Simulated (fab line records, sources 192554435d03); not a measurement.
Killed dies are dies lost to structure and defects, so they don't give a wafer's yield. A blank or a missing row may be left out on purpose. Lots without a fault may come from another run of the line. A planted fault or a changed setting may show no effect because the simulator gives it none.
fab line records | flow n5_finfet
record lots=10 wafers=30 last_day=17
route steps=1938 shown BEOL_M3@992 BEOL_M4@1111
lots that met no fault: from a run of the same line without faults
start_h: hours from the record's first day to the start of the lot's first wafer shown | wait_h: hours since the lot's step before | " the same as in the row above | L1.1+2: a row that stands for several wafers | - no value, or no start given | * or withheld: withheld | < > ~ a bound
route shown NAME@n: a module of which the file shows steps, and the number in the route of the first | usual: mean/standard deviation of fault-free wafers | same: alike in all rows | chamber/n: place in a boat | sites: the reading at each site | _std_site: their standard deviation | _edge_site: outer sites' mean less inner sites' | radius_mm: how far each site lies from the wafer's centre | mask NAME#n: copy n | behind: the tool/chamber that last shaped the wafer | hold: why the lot was held/for how many hours/how that ended | device: the transistor (n, p or np) that didn't switch | end of line: the same wafers' tests at the end of the route | a step without rows: its recipe alone | killed: dies lost to structure and defects at the first sort, not the wafer's yield | map: a wafer's dies, x killed, . not, _ none there
set.NAME: the setting as run; set.NAME@STEP: as run at that earlier step | model.NAME: the simulator's own value behind a step, which no gauge read
steps of the route over a sample of lots; a table a step, a row a wafer
services: from which hour (start_h, from the record's first day; less than 0 if before it) a tool's chamber was out of use, for how many hours, and why
## steps
# step N5_BEOL_M3_SURFACE_TREAT_85
# recipe gas=Ar time_s=* ion_energy_ev=* ion_current_ma_cm2=0.5 pressure_mtorr=* ar_flow_sccm=30
# usual throttle_valve_pct=*
# columns lot.wafer tool chamber start_h wait_h throttle_valve_pct
L485.1 pvd_sputter-03 - 148.63 0.3 *
L485.4 " - " " *
L485.5 " - " " *
L486.2 pvd_sputter-02 - 151.74 0.2 *
L486.4 " - " " *
L486.6 " - " " *
L489.2 pvd_sputter-01 - 176.68 0.2 *
L489.4 " - " " *
L489.6 " - " " *
L490.3 pvd_sputter-01 - 176.81 0.1 *
L490.4 " - " " *
L490.6 " - " " *
L491.3 pvd_sputter-03 - 183.13 0.2 *
L491.5 " - " " *
L491.6 " - " " *
L500.1 pvd_sputter-02 - 237.09 0.2 *
L500.5 " - " " *
L500.6 " - " " *
L502.2 pvd_sputter-02 - 263.60 0.1 *
L502.5 " - " " *
L502.6 " - " " *
L503.1 pvd_sputter-03 - 265.72 1.2 *
L503.2 " - " " *
L503.4 " - " " *
L505.1 pvd_sputter-02 - 266.58 0.1 *
L505.5 " - " " *
L505.6 " - " " *
L507.1 pvd_sputter-03 - 285.73 0.2 *
L507.4 " - " " *
L507.5 " - " " *
# step N5_BEOL_M3_ANNEAL_80
# recipe temp_c=400 time_s=240 ambient=vacuum
# usual heater_power_w=856/81 susceptor_temp_C=400.01/0.22
# columns lot.wafer tool chamber start_h wait_h heater_power_w susceptor_temp_C
L485.1 pvd_sputter-01 - 149.15 0.0 847 400.12
L485.4 " - " " 817 399.97
L485.5 " - " " 895 400.10
L486.2 pvd_sputter-03 - 152.27 0.0 867 400.17
L486.4 " - " " 745 400.06
L486.6 " - " " 757 400.12
L489.2 pvd_sputter-01 - 177.20 0.0 819 399.72
L489.4 " - " " 916 399.76
L489.6 " - " " 822 400.39
L490.3 pvd_sputter-03 - 177.43 0.0 767 400.05
L490.4 " - " " 734 400.05
L490.6 " - " " 861 400.37
L491.3 pvd_sputter-03 - 183.67 0.0 758 399.85
L491.5 " - " " 879 399.75
L491.6 " - " " 746 399.57
L500.1 pvd_sputter-03 - 237.96 0.0 748 399.89
L500.5 " - " " 768 399.97
L500.6 " - " " 869 400.50
L502.2 pvd_sputter-03 - 264.18 0.0 758 399.95
L502.5 " - " " 845 400.23
L502.6 " - " " 757 400.28
L503.1 pvd_sputter-03 - 266.30 0.0 742 400.53
L503.2 " - " " 866 400.03
L503.4 " - " " 866 400.30
L505.1 pvd_sputter-02 - 267.11 0.0 936 399.68
L505.5 " - " " 1077 399.72
L505.6 " - " " 910 399.95
L507.1 pvd_sputter-02 - 288.08 0.0 847 399.93
L507.4 " - " " 1031 400.17
L507.5 " - " " 789 399.94
# step N5_BEOL_M3_ANNEAL_82
# recipe temp_c=400 time_s=240 ambient=vacuum
# usual heater_power_w=856/80 susceptor_temp_C=400.04/0.21
# columns lot.wafer tool chamber start_h wait_h heater_power_w susceptor_temp_C
L485.1 pvd_sputter-01 - 149.37 0.0 841 399.85
L485.4 " - " " 811 399.86
L485.5 " - " " 910 400.18
L486.2 pvd_sputter-03 - 152.49 0.0 869 400.28
L486.4 " - " " 753 400.16
L486.6 " - " " 744 399.91
L489.2 pvd_sputter-01 - 177.42 0.0 813 399.76
L489.4 " - " " 892 399.81
L489.6 " - " " 818 399.94
L490.3 pvd_sputter-03 - 177.65 0.0 753 400.07
L490.4 " - " " 765 399.92
L490.6 " - " " 856 400.18
L491.3 pvd_sputter-03 - 183.89 0.0 743 400.19
L491.5 " - " " 867 400.40
L491.6 " - " " 777 399.63
L500.1 pvd_sputter-03 - 238.21 0.0 732 400.14
L500.5 " - " " 750 399.60
L500.6 " - " " 856 399.99
L502.2 pvd_sputter-03 - 264.40 0.0 772 400.60
L502.5 " - " " 834 399.92
L502.6 " - " " 758 400.19
L503.1 pvd_sputter-03 - 266.52 0.0 760 399.82
L503.2 " - " " 864 400.02
L503.4 " - " " 857 399.85
L505.1 pvd_sputter-02 - 267.33 0.0 901 399.78
L505.5 " - " " 1056 399.90
L505.6 " - " " 928 399.81
L507.1 pvd_sputter-02 - 288.30 0.0 841 400.18
L507.4 " - " " 1055 400.16
L507.5 " - " " 827 400.19
# step N5_BEOL_M3_ANNEAL_87
# recipe temp_c=400 time_s=240 ambient=vacuum
# usual heater_power_w=854/81 susceptor_temp_C=400.01/0.22
# columns lot.wafer tool chamber start_h wait_h heater_power_w susceptor_temp_C
L485.1 pvd_sputter-01 - 149.59 0.0 844 399.93
L485.4 " - " " 809 399.78
L485.5 " - " " 893 400.29
L486.2 pvd_sputter-03 - 152.71 0.0 884 400.01
L486.4 " - " " 761 399.67
L486.6 " - " " 762 400.05
L489.2 pvd_sputter-01 - 177.64 0.0 802 400.69
L489.4 " - " " 907 400.20
L489.6 " - " " 807 400.20
L490.3 pvd_sputter-03 - 177.87 0.0 - -
L490.4 " - " " - -
L490.6 " - " " - -
L491.3 pvd_sputter-03 - 184.11 0.0 - -
L491.5 " - " " - -
L491.6 " - " " - -
L500.1 pvd_sputter-03 - 238.46 0.0 724 400.09
L500.5 " - " " 732 399.92
L500.6 " - " " 877 399.67
L502.2 pvd_sputter-03 - 264.62 0.0 744 400.17
L502.5 " - " " 836 400.03
L502.6 " - " " 753 400.15
L503.1 pvd_sputter-03 - 266.74 0.0 762 399.90
L503.2 " - " " 862 400.54
L503.4 " - " " 852 399.81
L505.1 pvd_sputter-02 - 267.55 0.0 944 399.83
L505.5 " - " " 1049 400.27
L505.6 " - " " 943 400.19
L507.1 pvd_sputter-02 - 288.52 0.0 836 399.91
L507.4 " - " " 1049 400.04
L507.5 " - " " 829 400.01
# step N5_BEOL_M4_RC_MEAS_101
# usual DIBL_N=35.7/1.3 DIBL_P=35.4/1.8 IOFF_N=0.152/0.027 IOFF_P=0.20/0.034 ION_N=672/9.8 ION_P=461/7.5 SS_N=71.4/0.55 SS_P=73.1/0.61 VT_N=251/3.3 VT_P=-251/3.6
# columns lot.wafer tool chamber start_h wait_h DIBL_N[mV/V] DIBL_P[mV/V] IOFF_N[nA/um] IOFF_P[nA/um] ION_N[uA/um] ION_P[uA/um] SS_N[mV/dec] SS_P[mV/dec] VT_N[mV] VT_P[mV]
L485.1 prober-02 0 162.74 0.0 37.2 39.2 0.199 0.27 681 469 72.2 74.2 247 -244
L485.4 " 0 " " 35.0 38.2 0.160 0.24 672 465 71.1 73.9 248 -246
L485.5 " 0 " " 35.2 36.6 0.161 0.22 684 467 71.0 73.7 248 -247
L486.2 prober-01 0 167.97 0.2 34.0 32.5 0.114 0.16 661 457 70.3 72.7 255 -255
L486.4 " 0 " " 35.2 34.1 0.133 0.18 670 464 70.6 73.5 253 -251
L486.6 " 0 " " 34.4 34.2 0.126 0.18 659 452 71.3 73.0 255 -250
L489.2 prober-01 0 191.24 0.2 35.8 36.2 0.162 0.18 676 452 71.3 73.1 253 -258
L489.4 " 0 " " 36.4 37.6 0.186 0.19 688 469 71.3 73.7 246 -252
L489.6 " 0 " " 36.6 37.3 0.188 0.19 673 453 72.3 73.8 251 -253
L490.3 prober-02 0 194.45 0.3 35.6 36.1 0.174 0.24 679 472 71.7 73.4 247 -243
L490.4 " 0 " " 38.0 39.5 0.237 0.32 694 484 72.4 73.6 243 -242
L490.6 " 0 " " 37.0 37.8 0.203 0.27 691 481 71.8 73.5 243 -243
L491.3 prober-02 0 200.58 0.3 35.7 36.7 0.162 0.23 680 468 71.3 72.6 247 -247
L491.5 " 0 " " 35.7 36.7 0.163 0.23 678 467 71.4 72.1 247 -248
L491.6 " 0 " " 35.1 36.3 0.152 0.22 678 467 71.0 73.0 249 -247
L500.1 prober-01 0 256.09 0.0 35.6 34.7 0.137 0.17 675 451 71.7 73.1 254 -254
L500.5 " 0 " " 35.8 35.1 0.145 0.18 665 456 71.5 73.2 253 -256
L500.6 " 0 " " 37.4 37.0 0.172 0.21 670 454 71.8 73.4 250 -251
L502.2 prober-01 0 279.11 0.2 34.7 33.2 0.143 0.19 674 463 72.2 73.0 252 -249
L502.5 " 0 " " 33.4 31.7 0.122 0.17 666 462 71.8 73.3 254 -251
L502.6 " 0 " " 35.4 35.0 0.164 0.21 676 469 72.1 73.5 252 -249
L503.1 prober-02 0 280.66 0.0 39.0 38.9 0.201 0.28 685 474 71.8 74.3 246 -246
L503.2 " 0 " " 38.2 37.8 0.196 0.27 691 479 72.4 74.4 248 -244
L503.4 " 0 " " 37.7 37.7 0.175 0.26 677 472 71.4 74.6 248 -244
L505.1 prober-02 0 281.59 0.6 33.4 34.1 0.116 0.15 656 451 71.0 72.4 256 -258
L505.5 " 0 " " 33.5 33.9 0.108 0.15 649 445 70.8 72.5 258 -256
L505.6 " 0 " " 36.0 36.6 0.151 0.18 663 452 71.3 73.1 251 -257
L507.1 prober-01 0 308.16 0.0 34.3 34.6 0.123 0.18 663 458 71.2 72.0 253 -252
L507.4 " 0 " " 36.4 36.6 0.150 0.20 673 464 71.5 73.5 250 -250
L507.5 " 0 " " 35.3 35.2 0.124 0.17 667 456 71.2 72.7 253 -251
## services
# columns tool chamber start_h hours kind
pvd_sputter-03 - 285.89 3.8 repair
## key
first_sign step=N5_BEOL_M3_ANNEAL_87 reading=tool_record direction=missing
effect none on later readings
met_at N5_BEOL_M3_ANNEAL_87
struck_lots L490,L491
not_acting_at N5_BEOL_M3_SURFACE_TREAT_85,N5_BEOL_M3_ANNEAL_80,N5_BEOL_M3_ANNEAL_82
onset_between 152.71 177.87
fault kind=skipped_step_whole tool=pvd_sputter-03 chamber=- onset_h=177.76 steps=N5_BEOL_M3_ANNEAL_87 scope=struck_lots_only
